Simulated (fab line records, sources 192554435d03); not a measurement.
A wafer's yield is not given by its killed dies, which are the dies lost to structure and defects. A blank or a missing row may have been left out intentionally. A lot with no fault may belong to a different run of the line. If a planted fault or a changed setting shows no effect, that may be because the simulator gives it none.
Struck lot and sound lot, side by side | flow n5-finfet | 20 out of 1938 route steps
Sound: wafers L184.3, L184.5, L184.6. Struck: wafer L185.3. (L185.5, L185.6 of the same lot were not struck and are left out.) The cause comes at the end.
Order at every step that has rows: each side's tool, ch and its chambers, its first start. Under that, the readings that differ: sound wafers | struck wafers | difference of the means | sigmas: that difference in standard deviations of wafers without a fault.
alike: words and numbers the same on both sides, and readings whose means are apart by under 2 such deviations; not compared: readings that were withheld, readings missing a value for some wafer, numbers with overlapping values and no deviation given by the record, and bounds like >300 which may hide the same value.
The two part at a step that has a row with sigmas, a row that says differs or no value, or rows on one side only. Numbers that don't overlap but have no deviation are shown without sigmas and don't part them. Lack of a reading on every wafer of one side parts them only where that side has two or more wafers.

first, 9 steps without rows for these wafers: N5_PMOS_HMC_CHANNEL_EPI_HM_DEP_34 (deposits SiO2 from TEOS/O2, target thk 36 nm, time 6.9 s); N5_PMOS_HMC_CHANNEL_EPI_COAT_31 (time 60 s, resist thk 66 nm); N5_PMOS_HMC_CHANNEL_EPI_COAT_03 (resist thk 205 nm); N5_PMOS_HMC_CHANNEL_EPI_EBR_05; N5_PMOS_HMC_CHANNEL_EPI_SOFTBAKE_04 (time 60 s); N5_PMOS_HMC_CHANNEL_EPI_EXPOSE_06 (exposes mask PMOS HMC BLK, target cd 240 nm); N5_PMOS_HMC_CHANNEL_EPI_PEB_07 (peb time 60 s); N5_PMOS_HMC_CHANNEL_EPI_DEVELOP_08 (develop time 30 s); N5_PMOS_HMC_CHANNEL_EPI_DESCUM_14 (chemistry O2, time 7.9 s).
N5_PMOS_HMC_CHANNEL_EPI_ETCH_32: etches BARC in N2/H2, stops on SiO2, target depth 85.8 nm, time 50.3 s.
  sound on rie-diel-02 ch 2,3, day 2 12:20; struck on rie-diel-02 ch 3, day 2 17:29
  reading                                                         | sound             | struck | difference | sigmas
  model.CAR-ArF-block_of_PMOS_HMC_CHANNEL_EPI_COAT_03.thk-nm (nm) | 131.6 132.4 130.5 | 86.07  | -45.43     |
  model.PMOS_HMC_CHANNEL_EPI.cd-nm (nm)                           | 239.7 240.7 240.7 | 245.6  | +5.2       |
  model.SiO2_of_PMOS_HMC_CHANNEL_EPI_HM_DEP_34.thk-nm (nm)        | 36.05 35.61 35.78 | 34.77  | -1.04      |
  alike: drypump-motor-current-A, oes-product-au, rf-vpp-V, showerhead-plenum-p-Torr, throttle-valve-pct
  not compared: rf-hours-counter-h
N5_PMOS_HMC_CHANNEL_EPI_HM_OPEN_15: chemistry CHF3/O2, target SiO2, target depth 40.6 nm, time 20.3 s.
  sound on rie-diel-02 ch 2,3, day 2 12:22; struck on rie-diel-02 ch 3, day 2 17:32
  reading                                                         | sound          | struck | difference | sigmas
  model.CAR-ArF-block_of_PMOS_HMC_CHANNEL_EPI_COAT_03.thk-nm (nm) | 92.34 93.28 89 | 46.98  | -44.56     |
  alike: O2_flow_sccm, drypump-motor-current-A, oes-product-au, rf-vpp-V, showerhead-plenum-p-Torr, throttle-valve-pct
  not compared: rf-hours-counter-h
then, 3 steps without rows for these wafers: N5_PMOS_HMC_CHANNEL_EPI_STRIP_33 (strips in N2/H2); N5_PMOS_HMC_CHANNEL_EPI_STRIP_17 (strips in SPM, time 750 s); N5_PMOS_HMC_CHANNEL_EPI_ETCH_38 (etches SiO2 in CF4, target depth 1.5 nm).
N5_PMOS_HMC_CHANNEL_EPI_FIN_RECESS_16: chemistry HBr/Cl2, target Si, target depth 54 nm, time 18 s.
  sound on rie-si-04 ch 1,2,3, day 2 12:46; struck on rie-si-01 ch 3, day 2 17:56
  reading                               | sound             | struck | difference | sigmas
  model.PMOS_HMC_CHANNEL_EPI.cd-nm (nm) | 239.7 240.6 240.6 | 245.4  | +5.1       |
  alike: drypump-motor-current-A, oes-product-au, throttle-valve-pct
  not compared: rf-hours-counter-h
then, 1 step without rows for these wafers: N5_PMOS_HMC_CHANNEL_EPI_PRECLEAN_36 (cleans in O3/DIW, time 45 s).
N5_PMOS_HMC_CHANNEL_EPI_PRECLEAN_18: cleans in DHF, time 30 s.
  sound on wet-bench-02 ch 1,4,6, day 2 12:53; struck on wet-bench-05 ch 3, day 2 18:03
  reading                                                  | sound             | struck | difference | sigmas
  model.SiO2_of_PMOS_HMC_CHANNEL_EPI_HM_DEP_34.thk-nm (nm) | 24.97 24.36 24.63 | 23.59  | -1.06      |
then, 1 step without rows for these wafers: N5_PMOS_HMC_CHANNEL_EPI_SRD_19 (time 30 s).
-- a jump in the record: the struck wafers' starts before and after are 6 days apart (it breaks off in module PMOS_HMC_CHANNEL_EPI and resumes in module BEOL_M4, where the first step shown is number 1111 of the route) --
N5_BEOL_M4_RC_MEAS_101:
  sound on prober-02 ch 0, day 8 15:25; struck on prober-02 ch 0, day 8 17:28
  reading   | sound          | struck | difference | sigmas
  VT_P (mV) | -247 -244 -245 | -254   | -9         | -3
  alike: DIBL_N, DIBL_P, IOFF_N, IOFF_P, ION_N, ION_P, SS_N, SS_P, VT_N
N5_PASSIVATION_PROBE_49:
  the record has rows for the sound wafers here (prober-01, day 13 04:18) and none for the struck ones

## WHERE THEY PART
At N5_BEOL_M4_RC_MEAS_101 first; at N5_PASSIVATION_PROBE_49 last (within this record only).

WHY: what had been put in by the simulator
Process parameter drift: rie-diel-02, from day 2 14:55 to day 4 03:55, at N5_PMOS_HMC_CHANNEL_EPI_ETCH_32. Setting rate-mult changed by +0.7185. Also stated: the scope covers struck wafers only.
